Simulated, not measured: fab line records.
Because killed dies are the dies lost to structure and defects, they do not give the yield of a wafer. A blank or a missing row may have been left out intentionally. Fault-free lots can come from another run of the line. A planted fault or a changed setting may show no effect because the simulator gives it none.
fab line records    flow n5_finfet
record: lots: 8  wafers: 24  last_day: 17
route steps=1938 shown BEOL_M4@1111 BEOL_M14@1729 PASSIVATION@1936
lots that met no fault: from a run of the same line without faults
start_h: the number of hours between the record's first day and the start of the first shown wafer of the lot    wait_h: hours since the lot's step before    " same as the row above    L1.1+2: a row that stands for several wafers    - no value, or no start given    * or withheld: withheld    < > ~ a bound
route shown NAME@n: names a module that has steps shown in the file, with the first one's number in the route    usual: mean/standard deviation taken from wafers without a fault    same: alike in all rows    chamber/n: place in a boat    sites: readings site by site    _std_site: the standard deviation of these    _edge_site: outer sites' mean less inner sites'    radius_mm: how far each site lies from the wafer's centre    mask NAME#n: copy n    behind: the last tool/chamber to shape the wafer    hold: the reason the lot was held/the length of the hold in hours/how it ended    device: names the non-switching transistor (n, p or np)    end of line: the route-end tests of the same wafers    where a step has no rows: the recipe by itself    killed: the dies lost at the first sort to structure and to defects; this is not the yield of the wafer    map: a wafer's dies, marking killed ones x, the rest . and places with no die _
set.NAME: the run value of the setting; set.NAME@STEP: its run value at that earlier step    model.NAME: the simulator's own value behind a step, which no gauge read
a sample of lots followed through the steps of the route, with each step as a table and each wafer as a row
services: a tool's chamber out of use, with start hour (start_h, from the record's first day; less than 0 if before it), hours out, and reason
== steps ==
step: N5_BEOL_M4_RC_MEAS_101
usual: DIBL_N: 36.4/1.5  DIBL_P: 36.6/1.9  IOFF_N: 0.155/0.021  IOFF_P: 0.211/0.028  ION_N: 671/8.6  ION_P: 462/5.8  SS_N: 71.5/0.5  SS_P: 73.4/0.58  VT_N: 250.1/2.4  VT_P: -250.1/3
lot.wafer  tool       chamber  start_h  wait_h  DIBL_N[mV/V]  DIBL_P[mV/V]  IOFF_N[nA/um]  IOFF_P[nA/um]  ION_N[uA/um]  ION_P[uA/um]  SS_N[mV/dec]  SS_P[mV/dec]  VT_N[mV]  VT_P[mV]
L726.1     prober-01  0        176.48   0.0     35.7          35.7          0.152          0.207          677           464           71.3          73.3          249.9     -250.3
L726.2     "          0        "        "       36.7          36.6          0.157          0.215          676           468           71.8          73.8          249.4     -251.7
L726.4     "          0        "        "       35.8          35.5          0.149          0.198          664           460           71.7          74.5          251.1     -249.5
L727.1     prober-01  0        178.75   0.0     36.4          37.3          0.155          0.241          671           472           71.1          73.9          248.2     -247.0
L727.2     "          0        "        "       36.8          37.6          0.159          0.256          664           466           70.7          73.5          248.4     -247.3
L727.4     "          0        "        "       36.8          38.0          0.158          0.251          675           469           71.4          74.1          250.2     -246.1
L736.3     prober-02  0        237.28   0.3     38.7          38.5          0.179          0.225          667           459           71.6          74.1          249.6     -251.0
L736.4     "          0        "        "       37.9          37.2          0.162          0.197          675           458           72.3          73.1          250.2     -252.6
L736.5     "          0        "        "       35.8          34.8          0.128          0.170          660           449           71.3          73.0          255.4     -253.6
L739.1     prober-02  0        244.49   0.0     36.9          36.7          0.175          0.236          675           459           70.7          73.8          246.6     -248.5
L739.3     "          0        "        "       36.0          35.0          0.158          0.202          670           460           71.4          73.5          248.5     -249.7
L739.4     "          0        "        "       34.8          33.6          0.136          0.183          655           455           71.3          72.8          252.5     -252.3
L738.3     prober-01  0        244.51   0.3     36.8          35.7          0.153          0.200          669           461           71.3          73.3          250.2     -250.9
L738.5     "          0        "        "       36.4          34.3          0.132          0.178          669           457           71.5          72.7          254.0     -251.9
L738.6     "          0        "        "       37.2          35.9          0.162          0.203          672           461           72.4          72.8          247.5     -250.6
L744.1     prober-01  0        280.43   0.0     36.9          37.3          0.160          0.221          665           459           71.8          73.4          252.5     -247.9
L744.2     "          0        "        "       37.9          38.5          0.186          0.218          686           461           71.9          73.7          247.3     -250.5
L744.4     "          0        "        "       37.3          37.8          0.171          0.209          677           460           71.3          73.5          247.6     -250.5
L745.2     prober-01  0        284.11   0.2     36.3          36.7          0.151          0.195          665           456           71.5          73.4          249.9     -251.6
L745.4     "          0        "        "       37.1          38.9          0.177          0.230          673           466           71.9          74.6          247.2     -249.3
L745.6     "          0        "        "       36.7          37.9          0.158          0.207          665           453           72.0          74.0          250.0     -247.9
L748.3     prober-02  0        308.56   0.3     37.5          37.3          0.160          0.168          675           452           72.1          73.6          248.8     -257.4
L748.4     "          0        "        "       36.8          37.3          0.155          0.173          675           458           70.9          73.6          248.2     -256.5
L748.5     "          0        "        "       38.2          38.1          0.175          0.183          691           461           71.8          73.1          247.3     -256.1
step: N5_BEOL_M14_DESCUM_15
recipe: chemistry: O2  time_s: 7.9  source_power_w: 50  bias_power_w: 20  pressure_mtorr: 20  rf_frequency_hz: 2.712e+07  temp_c: 40  o2_flow_sccm: 225
usual: drypump_motor_current_A: 5.6/0.53  oes_product_au: 0.81/0.084  rf_vpp_V: 243.1/1.2  showerhead_plenum_p_Torr: 2.09/0.065  throttle_valve_pct: 20.40/0.23
lot.wafer  tool         chamber  start_h  wait_h  drypump_motor_current_A  oes_product_au  rf_hours_counter_h  rf_vpp_V  showerhead_plenum_p_Torr  throttle_valve_pct
L727.1     rie_diel-06  0        251.55   0.3     5.5                      0.74            166                 244.6     2.17                      20.60
L727.2     "            3        "        "       6.8                      0.73            196                 244.5     2.17                      20.63
L727.4     "            0        "        "       5.5                      0.73            -                   242.8     2.17                      20.57
L726.1     rie_diel-01  2        260.54   0.4     5.5                      0.70            206                 243.3     2.07                      20.30
L726.2     "            1        "        "       4.9                      0.87            52                  241.7     2.03                      20.11
L726.4     "            3        "        "       5.8                      0.87            61                  244.6     2.13                      20.42
L736.3     rie_diel-06  2        313.20   0.0     5.4                      0.85            55                  243.5     2.03                      20.31
L736.4     "            0        "        "       5.5                      0.71            -                   244.6     2.16                      20.65
L736.5     "            3        "        "       6.9                      0.71            -                   243.6     2.16                      20.66
L738.3     rie_diel-06  3        317.49   0.0     6.8                      0.70            225                 244.5     2.16                      20.67
L738.5     "            1        "        "       5.3                      0.96            -                   242.3     2.05                      20.00
L738.6     "            2        "        "       5.4                      0.85            -                   242.5     2.03                      20.31
L739.1     rie_diel-04  0        318.23   0.0     5.6                      0.88            36                  242.2     2.05                      20.58
L739.3     "            3        "        "       5.6                      0.69            245                 240.5     1.97                      20.26
L739.4     "            1        "        "       5.6                      0.95            7                   244.3     2.05                      20.09
L745.2     rie_diel-06  3        360.63   0.0     6.8                      0.69            240                 243.4     2.16                      20.69
L745.4     "            0        "        "       5.5                      0.70            212                 243.8     2.15                      20.67
L745.6     "            1        "        "       5.4                      0.90            -                   243.1     2.04                      20.04
L744.1     rie_diel-06  1        361.04   0.0     5.3                      0.90            18                  240.9     2.04                      20.03
L744.2     "            2        "        "       5.4                      0.84            74                  241.0     2.03                      20.34
L744.4     "            3        "        "       6.8                      0.70            240                 243.7     2.16                      20.68
L748.3     rie_diel-06  2        386.34   0.2     5.4                      0.81            82                  241.8     2.03                      20.35
L748.4     "            1        "        "       5.3                      0.88            26                  242.9     2.04                      20.04
L748.5     "            1        "        "       5.3                      0.88            -                   242.2     2.04                      20.04
step: N5_BEOL_M14_STRIP_64
recipe: chemistry: O2  power_w: 600  temp_c: 60  pressure_mtorr: 30  rf_frequency_hz: 6e+07  bias_power_w: 0  overash_fraction: 0.3  o2_flow_sccm: 225
usual: drypump_motor_current_A: 5.6/0.53  oes_product_au: 0.81/0.086  rf_vpp_V: 3.7/0.44  showerhead_plenum_p_Torr: 2.09/0.065  throttle_valve_pct: 16.63/0.22
same: overash_fraction: 0.3
lot.wafer  tool         chamber  start_h  wait_h  drypump_motor_current_A  oes_product_au  rf_hours_counter_h  rf_vpp_V  showerhead_plenum_p_Torr  throttle_valve_pct
L727.1     rie_diel-06  0        -        -       5.5                      0.74            166                 3.4       2.17                      16.82
L727.2     "            3        "        "       6.8                      0.73            196                 3.4       2.18                      16.86
L727.4     "            0        "        "       5.5                      0.74            -                   4.1       2.17                      16.85
L726.1     rie_diel-01  2        -        -       5.5                      0.70            206                 4.4       2.07                      16.60
L726.2     "            1        "        "       4.9                      0.86            52                  4.1       2.04                      16.37
L726.4     "            3        "        "       5.8                      0.86            61                  4.0       2.13                      16.61
L736.3     rie_diel-06  2        -        -       5.4                      0.86            55                  2.7       2.04                      16.55
L736.4     "            0        "        "       5.5                      0.71            -                   4.1       2.16                      16.88
L736.5     "            3        "        "       6.8                      0.71            -                   4.9       2.17                      16.91
L738.3     rie_diel-06  3        -        -       6.8                      0.70            225                 3.5       2.17                      16.91
L738.5     "            1        "        "       5.3                      0.95            -                   3.1       2.05                      16.26
L738.6     "            2        "        "       5.4                      0.86            -                   3.4       2.04                      16.54
L739.1     rie_diel-04  0        -        -       5.6                      0.89            36                  3.5       2.06                      16.76
L739.3     "            3        "        "       5.6                      0.70            246                 3.9       1.97                      16.57
L739.4     "            1        "        "       5.6                      0.95            7                   3.7       2.06                      16.30
L745.2     rie_diel-06  3        -        -       6.8                      0.70            240                 2.8       2.16                      16.93
L745.4     "            0        "        "       5.5                      0.71            213                 4.2       2.16                      16.93
L745.6     "            1        "        "       5.3                      0.91            -                   3.9       2.04                      16.29
L744.1     rie_diel-06  1        -        -       5.3                      0.90            18                  3.4       2.04                      16.30
L744.2     "            2        "        "       5.4                      0.83            74                  3.7       2.03                      16.59
L744.4     "            3        "        "       6.8                      0.69            240                 3.6       2.16                      16.94
L748.3     rie_diel-06  2        -        -       5.4                      0.82            82                  3.7       2.03                      16.61
L748.4     "            1        "        "       5.3                      0.89            26                  3.6       2.04                      16.31
L748.5     "            1        "        "       5.3                      0.89            -                   3.5       2.04                      16.31
step: N5_BEOL_M14_TRENCH_ETCH_34
recipe: chemistry: C4F8/O2/Ar  target: SiO2  target_depth_a: 5566.5  mask_material: SOC  he_inner_torr: 15  he_outer_torr: 30  time_s: 126.9  ion_energy_ev: 800  pressure_mtorr: 20  source_w: 1905  bias_w: 2040  Ar_flow_sccm: 400  C4F8_flow_sccm: 16  O2_flow_sccm: 12
usual: C4F8_flow_sccm: 16.00/0.047  drypump_motor_current_A: 5.7/0.54  oes_product_au: 0.81/0.08  rf_vpp_V: 2208/14  showerhead_plenum_p_Torr: 3.44/0.097  throttle_valve_pct: 30.89/0.21
lot.wafer  tool         chamber  start_h  wait_h  C4F8_flow_sccm  drypump_motor_current_A  oes_product_au  rf_hours_counter_h  rf_vpp_V  showerhead_plenum_p_Torr  throttle_valve_pct
L727.1     rie_diel-04  2        253.11   0.0     16.05           6.5                      0.89            39                  2227      3.64                      30.97
L727.2     "            0        "        "       16.05           5.6                      0.92            13                  2206      3.39                      31.17
L727.4     "            3        "        "       16.05           5.6                      0.72            218                 2217      3.27                      30.62
L726.1     rie_diel-04  2        261.84   0.0     16.04           6.5                      0.88            42                  2227      3.64                      31.00
L726.2     "            3        "        "       16.02           5.6                      0.72            221                 2216      3.26                      30.63
L726.4     "            0        "        "       15.97           5.6                      0.91            16                  2205      3.39                      31.18
L736.3     rie_diel-06  1        314.63   0.0     16.10           5.3                      0.97            0                   2185      3.38                      30.57
L736.4     "            0        "        "       16.04           5.5                      0.72            196                 2225      3.53                      31.01
L736.5     "            2        "        "       16.00           5.4                      0.86            -                   2198      3.37                      30.93
L738.3     rie_diel-06  3        318.92   0.0     16.02           6.8                      0.70            226                 2210      3.52                      30.94
L738.5     "            2        "        "       15.96           5.4                      0.85            -                   2197      3.37                      30.89
L738.6     "            3        "        "       15.96           6.8                      0.70            -                   2209      3.52                      30.93
L739.1     rie_diel-06  2        319.54   0.0     16.00           5.4                      0.85            58                  2198      3.37                      30.92
L739.3     "            3        "        "       16.05           6.8                      0.71            226                 2209      3.52                      30.94
L739.4     "            1        "        "       15.96           5.3                      0.96            3                   2184      3.38                      30.58
L745.2     rie_diel-04  3        362.25   0.0     16.02           5.6                      0.97            4                   2250      3.65                      30.39
L745.4     "            0        "        "       15.97           5.6                      0.86            52                  2205      3.37                      31.25
L745.6     "            0        "        "       16.00           5.6                      0.86            -                   2204      3.37                      31.24
L744.1     rie_diel-06  2        362.54   0.0     15.98           5.4                      0.83            75                  2195      3.36                      30.93
L744.2     "            1        "        "       16.13           5.4                      0.91            19                  2184      3.37                      30.58
L744.4     "            0        "        "       16.02           5.5                      0.70            213                 2227      3.53                      31.02
L748.3     rie_diel-01  0        387.99   0.0     16.02           5.4                      0.82            85                  2214      3.48                      31.29
L748.4     "            3        "        "       16.01           5.8                      0.81            -                   2195      3.45                      30.78
L748.5     "            1        "        "       16.00           4.9                      0.81            -                   2186      3.33                      30.69
step: N5_BEOL_M14_SPUTTER_43
recipe: material: TaN  target_thk_a: 150  temp_c: 50  bias_v: 168.6  power_w: 15000  chamber_pressure_pa: 0.12  time_s: 24.19
usual: bias_v: 168.8/1.7  cathode_dc_power_W: 15000/2.6  susceptor_temp_C: 49.98/0.11  throttle_valve_pct: 30.0/1
lot.wafer  tool            chamber  start_h  wait_h  bias_v  cathode_dc_power_W  susceptor_temp_C  throttle_valve_pct
L727.1     pvd_sputter-03  -        257.35   0.0     170.1   15000               49.91             31.2
L727.2     "               -        "        "       170.5   15002               50.04             28.7
L727.4     "               -        "        "       168.8   14996               49.78             29.8
L726.1     pvd_sputter-01  -        267.39   0.0     168.6   15002               49.85             30.1
L726.2     "               -        "        "       167.5   15002               50.00             30.6
L726.4     "               -        "        "       169.8   14999               49.83             29.6
L736.3     pvd_sputter-01  -        316.63   0.0     -       -                   -                 -
L736.4     "               -        "        "       -       -                   -                 -
L736.5     "               -        "        "       -       -                   -                 -
L738.3     pvd_sputter-02  -        321.61   0.0     -       -                   -                 -
L738.5     "               -        "        "       -       -                   -                 -
L738.6     "               -        "        "       -       -                   -                 -
L739.1     pvd_sputter-03  -        322.70   0.0     -       -                   -                 -
L739.3     "               -        "        "       -       -                   -                 -
L739.4     "               -        "        "       -       -                   -                 -
L745.2     pvd_sputter-02  -        367.63   0.0     173.4   15001               49.94             28.8
L745.4     "               -        "        "       166.8   14999               50.05             30.3
L745.6     "               -        "        "       169.0   15000               50.14             30.1
L744.1     pvd_sputter-01  -        370.12   0.0     169.5   14997               50.01             30.7
L744.2     "               -        "        "       169.5   15000               50.02             29.4
L744.4     "               -        "        "       168.4   15004               50.22             30.6
L748.3     pvd_sputter-02  -        390.81   0.0     168.3   14993               49.78             28.6
L748.4     "               -        "        "       167.4   15004               49.84             30.4
L748.5     "               -        "        "       170.0   14998               49.84             28.8
step: N5_BEOL_M14_CMP_49
recipe: stop_on: SiO2  t_overpolish_s: 5.2  down_force_psi: 2  platen_rpm: 80  clearing_platen_down_force_psi: 2  clearing_platen_rpm: 80  post_cmp_clean: cu_alkaline  target_thk_nm: 560  clearing_platen_pad_velocity_m_s: 1.5917  pad_velocity_m_s: 1.5917
usual: barrier_field_endpoint_s: 11.36/0.23  motor_current_A: 8.1/0.74
lot.wafer  tool    chamber  start_h  wait_h  barrier_field_endpoint_s  motor_current_A
L727.1     cmp-02  1        258.69   0.5     11.33                     8.4
L727.4     "       2        "        "       11.35                     7.6
L727.2     "       3        "        "       11.42                     8.5
L726.1     cmp-03  2        268.19   0.3     11.32                     8.8
L726.4     "       3        "        "       11.61                     8.1
L726.2     "       0        "        "       11.31                     7.4
L736.4     cmp-02  0        317.40   0.1     5.79                      8.1
L736.3     "       3        "        "       5.68                      8.7
L736.5     "       0        "        "       5.70                      8.0
L738.3     cmp-03  3        323.25   0.7     5.60                      8.3
L738.6     "       1        "        "       5.73                      7.5
L738.5     "       2        "        "       5.72                      8.7
L739.3     cmp-02  0        323.52   0.2     5.71                      8.1
L739.1     "       1        "        "       5.70                      8.8
L739.4     "       2        "        "       5.93                      7.4
L745.4     cmp-03  2        368.41   0.1     11.37                     8.6
L745.2     "       1        "        "       11.13                     7.4
L745.6     "       2        "        "       11.41                     8.5
L744.2     cmp-02  0        370.89   0.2     11.50                     7.8
L744.4     "       2        "        "       11.49                     7.8
L744.1     "       3        "        "       11.55                     8.7
L748.4     cmp-02  3        391.67   0.2     11.45                     9.0
L748.3     "       0        "        "       11.26                     8.1
L748.5     "       2        "        "       11.42                     7.5
step: N5_PASSIVATION_PROBE_49
usual: defect_limited_yield: 91.5/1.4  killed_at_M0_to_M3: 33/10  killed_at_M4_up: 13/5  killed_at_contacts: 13/5.6  killed_at_front_end: 38/12  killed_at_other: 3.9/2.7  killed_dies: 100/16  killed_on_rim: 13/4  killed_open: 66/13  killed_short: 32/7.2  sort_bin_5_function: 5.0/0.97  sort_bin_6_memory: 3.2/0.61  sort_n_pass: 1080/16  sort_yield_pct: 91.5/1.4
same: gross_dies: 1180  killed_at_back_side: 0  sort_bin_4_leakage[%]: 0  sort_bin_8_speed[%]: 0
lot.wafer  tool       chamber  start_h  wait_h  defect_limited_yield[%]  killed_at_M0_to_M3  killed_at_M4_up  killed_at_contacts  killed_at_front_end  killed_at_other  killed_dies  killed_on_rim  killed_open  killed_short  sort_bin_5_function[%]  sort_bin_6_memory[%]  sort_n_pass  sort_yield_pct[%]
L726.1     prober-02  -        289.35   0.0     90.7                     40                  13               5                   52                   0                110          17             71           37            5.8                     3.2                   1070         90.7
L726.2     prober-02  -        289.40   0.1     90.1                     25                  17               19                  47                   9                117          18             81           33            5.8                     4.0                   1063         90.1
L726.4     prober-02  -        289.50   0.2     92.1                     30                  15               7                   36                   5                93           14             62           30            5.0                     2.5                   1087         92.1
L736.3     prober-02  -        336.39   0.1     84.4                     47                  91               2                   42                   2                184          49             50           48            12.5                    2.9                   996          84.4
L736.4     prober-02  -        336.44   0.2     82.2                     46                  93               20                  43                   8                210          17             80           40            12.8                    4.8                   970          82.2
L736.5     prober-02  -        336.49   0.2     83.9                     38                  104              10                  28                   10               190          56             75           25            12.8                    3.1                   990          83.9
L738.3     prober-02  -        342.83   0.1     84.2                     38                  88               6                   50                   5                187          11             62           45            11.4                    4.0                   993          84.2
L738.5     prober-02  -        342.93   0.2     83.9                     26                  99               7                   55                   3                190          12             48           47            12.4                    3.2                   990          83.9
L738.6     prober-02  -        342.98   0.3     82.4                     27                  112              13                  51                   5                208          13             65           43            12.9                    4.3                   972          82.4
L739.1     prober-01  -        346.67   0.0     84.2                     44                  96               8                   37                   2                187          35             60           38            12.2                    3.3                   993          84.2
L739.3     prober-01  -        346.77   0.1     83.7                     39                  96               16                  37                   4                192          56             79           27            13.2                    2.8                   988          83.7
L739.4     prober-01  -        346.82   0.2     84.6                     25                  107              6                   42                   2                182          37             63           22            11.8                    3.6                   998          84.6
L745.2     prober-01  -        387.32   0.1     92.5                     32                  11               7                   35                   4                89           12             58           31            4.2                     3.0                   1091         92.5
L745.4     prober-01  -        387.42   0.2     90.4                     44                  31               15                  23                   0                113          14             78           35            5.3                     4.1                   1067         90.4
L745.6     prober-01  -        387.52   0.3     93.1                     29                  20               4                   29                   0                82           6              53           29            3.8                     3.1                   1098         93.1
L744.1     prober-02  -        392.38   0.0     91.0                     27                  13               10                  52                   4                106          9              72           33            5.6                     3.2                   1074         91.0
L744.2     prober-02  -        392.43   0.1     93.8                     20                  9                8                   31                   5                73           11             46           25            3.5                     2.6                   1107         93.8
L744.4     prober-02  -        392.53   0.2     90.0                     42                  19               25                  29                   3                118          20             78           37            5.3                     4.0                   1062         90.0
killed by level:class
L726.1 STI_FIN_REVEAL:geometric_particle:open=15 BEOL_M3:geometric_particle:open=9 FIN_SAQP:geometric_particle:open=8 FIN_SAQP:geometric_particle:short=8 BEOL_M1:geometric_particle:short=7 BEOL_M0_SAQP:geometric_particle:open=6 BEOL_M1:geometric_particle:open=6 BEOL_M2:geometric_particle:short=6
L726.2 MOL_CONTACT_COAG:geometric_particle:open=17 FIN_SAQP:geometric_particle:short=12 STI_FIN_REVEAL:geometric_particle:open=12 FIN_SAQP:geometric_particle:open=9 BEOL_M4:geometric_particle:open=7 BEOL_M1:geometric_particle:open=6 MIM_BOT:geometric_particle:short=5 BEOL_M3:geometric_particle:open=4
L726.4 BEOL_M4:geometric_particle:open=13 BEOL_M1:geometric_particle:open=9 FIN_SAQP:geometric_particle:open=8 STI_FIN_REVEAL:geometric_particle:open=8 BEOL_M2:geometric_particle:short=7 MOL_CONTACT_COAG:geometric_particle:open=6 FIN_SAQP:geometric_particle:short=5 BEOL_M0_SAQP:geometric_particle:open=4
L736.3 BEOL_M14:area_sputter=83 BEOL_M0_SAQP:geometric_particle:short=14 GATE_CUT:geometric_particle:short=12 BEOL_M0_SAQP:geometric_particle:open=10 FIN_SAQP:geometric_particle:open=5 FIN_SAQP:geometric_particle:short=5 SPACER0:geometric_particle:short=5 BEOL_M2:geometric_particle:open=5
L736.4 BEOL_M14:area_sputter=86 MOL_CONTACT_COAG:geometric_particle:open=16 BEOL_M2:geometric_particle:open=15 BEOL_M1:geometric_particle:open=12 SPACER0:geometric_particle:short=7 FIN_SAQP:geometric_particle:short=6 BEOL_M0_SAQP:geometric_particle:open=6 FIN_SAQP:geometric_particle:open=5
L736.5 BEOL_M14:area_sputter=88 BEOL_M0_SAQP:geometric_particle:open=16 MOL_CONTACT_COAG:geometric_particle:open=8 BEOL_M0_SAQP:geometric_particle:short=8 FIN_SAQP:geometric_particle:open=6 BEOL_M2:geometric_particle:open=6 BEOL_M5:geometric_particle:open=5 STI_FIN_REVEAL:geometric_particle:open=4
L738.3 BEOL_M14:area_sputter=79 FIN_SAQP:geometric_particle:short=11 STI_FIN_REVEAL:geometric_particle:open=11 BEOL_M0_SAQP:geometric_particle:short=11 BEOL_M0_SAQP:geometric_particle:open=10 FIN_SAQP:geometric_particle:open=8 BEOL_M2:geometric_particle:open=6 BEOL_M5:geometric_particle:open=5
L738.5 BEOL_M14:area_sputter=93 BEOL_M0_SAQP:geometric_particle:short=15 FIN_SAQP:geometric_particle:short=14 FIN_SAQP:geometric_particle:open=11 STI_FIN_REVEAL:geometric_particle:open=10 GATE_CUT:geometric_particle:short=7 MOL_CONTACT_COAG:geometric_particle:open=6 BEOL_M0_SAQP:geometric_particle:open=5
L738.6 BEOL_M14:area_sputter=99 FIN_SAQP:geometric_particle:open=14 STI_FIN_REVEAL:geometric_particle:open=10 FIN_SAQP:geometric_particle:short=9 MOL_CONTACT_COAG:geometric_particle:open=9 BEOL_M0_SAQP:geometric_particle:open=7 BEOL_M0_SAQP:geometric_particle:short=7 GATE_CUT:geometric_particle:open=6
L739.1 BEOL_M14:area_sputter=89 BEOL_M0_SAQP:geometric_particle:short=15 STI_FIN_REVEAL:geometric_particle:open=13 BEOL_M0_SAQP:geometric_particle:open=13 GATE_CUT:geometric_particle:short=8 FIN_SAQP:geometric_particle:short=6 MOL_CONTACT_COAG:geometric_particle:open=6 BEOL_M3:geometric_particle:open=5
L739.3 BEOL_M14:area_sputter=86 MOL_CONTACT_COAG:geometric_particle:open=16 BEOL_M3:geometric_particle:open=12 STI_FIN_REVEAL:geometric_particle:open=9 DUMMY_GATE:geometric_particle:open=8 BEOL_M0_SAQP:geometric_particle:open=8 BEOL_M0_SAQP:geometric_particle:short=6 STARTING-WAFER:geometric_particle:short=5
L739.4 BEOL_M14:area_sputter=97 STI_FIN_REVEAL:geometric_particle:open=23 MOL_CONTACT_COAG:geometric_particle:open=6 BEOL_M0_SAQP:geometric_particle:short=6 BEOL_M1:geometric_particle:open=5 BEOL_M4:geometric_particle:open=4 BEOL_M0_SAQP:geometric_particle:open=4 BEOL_M3:geometric_particle:open=4
L745.2 FIN_SAQP:geometric_particle:open=8 BEOL_M4:geometric_particle:open=8 BEOL_M1:geometric_particle:open=8 GATE_CUT:geometric_particle:short=7 MOL_CONTACT_COAG:geometric_particle:open=6 BEOL_M0_SAQP:geometric_particle:short=6 BEOL_M2:geometric_particle:open=6 FIN_SAQP:geometric_particle:short=5
L745.4 BEOL_M4:geometric_particle:open=25 BEOL_M0_SAQP:geometric_particle:open=14 MOL_CONTACT_COAG:geometric_particle:open=9 BEOL_M0_SAQP:geometric_particle:short=8 MOL_CONTACT_COAG:geometric_particle:short=6 BEOL_M2:geometric_particle:open=6 FIN_SAQP:geometric_particle:short=4 FIN_SAQP:geometric_particle:open=4
L745.6 BEOL_M4:geometric_particle:open=10 FIN_SAQP:geometric_particle:short=8 BEOL_M3:geometric_particle:open=6 FIN_SAQP:geometric_particle:open=5 BEOL_M1:geometric_particle:open=5 BEOL_M2:geometric_particle:open=5 MOL_CONTACT_COAG:geometric_particle:open=4 BEOL_M0_SAQP:geometric_particle:open=4
L744.1 STI_FIN_REVEAL:geometric_particle:open=19 FIN_SAQP:geometric_particle:short=8 FIN_SAQP:geometric_particle:open=7 MOL_CONTACT_COAG:geometric_particle:open=7 BEOL_M1:geometric_particle:open=7 STI_FIN_REVEAL:geometric_particle:short=6 BEOL_M0_SAQP:geometric_particle:short=6 BEOL_M5:geometric_particle:open=5
L744.2 FIN_SAQP:geometric_particle:short=10 FIN_SAQP:geometric_particle:open=9 MOL_CONTACT_COAG:geometric_particle:open=7 BEOL_M3:geometric_particle:open=5 STARTING-WAFER:geometric_particle:short=4 BEOL_M1:geometric_particle:open=3 BEOL_M2:geometric_particle:short=3 BEOL_M2:geometric_particle:open=3
L744.4 MOL_CONTACT_COAG:geometric_particle:open=14 MOL_CONTACT_COAG:geometric_particle:short=11 BEOL_M2:geometric_particle:open=11 BEOL_M1:geometric_particle:open=9 DUMMY_GATE:geometric_particle:open=8 BEOL_M0:geometric_particle:open=7 BEOL_M4:geometric_particle:open=7 BEOL_M0_SAQP:geometric_particle:open=6
== services ==
tool            chamber  start_h  hours  kind
rie_diel-06     1        242.35   55.8   repair
cmp-02          -        246.20   5.2    pm
rie_diel-04     0        265.68   8.2    repair
rie_diel-06     2        272.24   7.4    repair
rie_diel-04     1        282.28   -      clean
rie_diel-04     1        282.28   -      consumable_replace:focus_ring
rie_diel-04     1        282.28   15.7   scheduled_down
rie_diel-04     1        282.28   15.7   vent_cycle
cmp-03          -        288.14   4.0    pm
cmp-02          -        294.59   1.2    repair
rie_diel-06     1        298.26   -      clean
rie_diel-06     1        298.26   -      consumable_replace:focus_ring
rie_diel-06     1        298.26   15.7   scheduled_down
rie_diel-06     1        298.26   15.7   vent_cycle
rie_diel-04     2        302.97   9.8    repair
rie_diel-04     3        333.62   -      clean
rie_diel-04     3        333.62   -      consumable_replace:focus_ring
rie_diel-04     3        333.62   -      consumable_replace:showerhead
pvd_sputter-02  -        346.69   2.1    repair
pvd_sputter-03  -        357.26   3.2    repair
cmp-02          -        359.51   4.0    pm
pvd_sputter-03  -        361.68   0.8    repair
rie_diel-04     3        365.39   33.5   repair
rie_diel-01     3        375.61   9.6    repair
== key ==
first_sign: step: N5_BEOL_M14_SPUTTER_43  reading: tool_record  direction: missing
effect: step: N5_BEOL_M14_CMP_49  reading: barrier_field_endpoint_s  direction: down  sigmas: 24  usual: 11.36  struck: 5.73
effect: step: N5_PASSIVATION_PROBE_49  reading: killed_at_M4_up  direction: up  sigmas: 17  usual: 13  struck: 98
more_kills_born_at: N5_BEOL_M14_SPUTTER_43@pvd_sputter-03: 272  N5_BEOL_M14_SPUTTER_43@pvd_sputter-02: 271  N5_BEOL_M14_SPUTTER_43@pvd_sputter-01: 257
met_at N5_BEOL_M14_SPUTTER_43
struck_lots L736,L738,L739
not_acting_at N5_BEOL_M14_DESCUM_15,N5_BEOL_M14_STRIP_64,N5_BEOL_M14_TRENCH_ETCH_34
onset_between 267.39 316.63
fault: kind: skipped_step_whole  tool: pvd_sputter-01,pvd_sputter-02,pvd_sputter-03  chamber: -  onset_h: 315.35  steps: N5_BEOL_M14_SPUTTER_43  scope: struck_lots_only
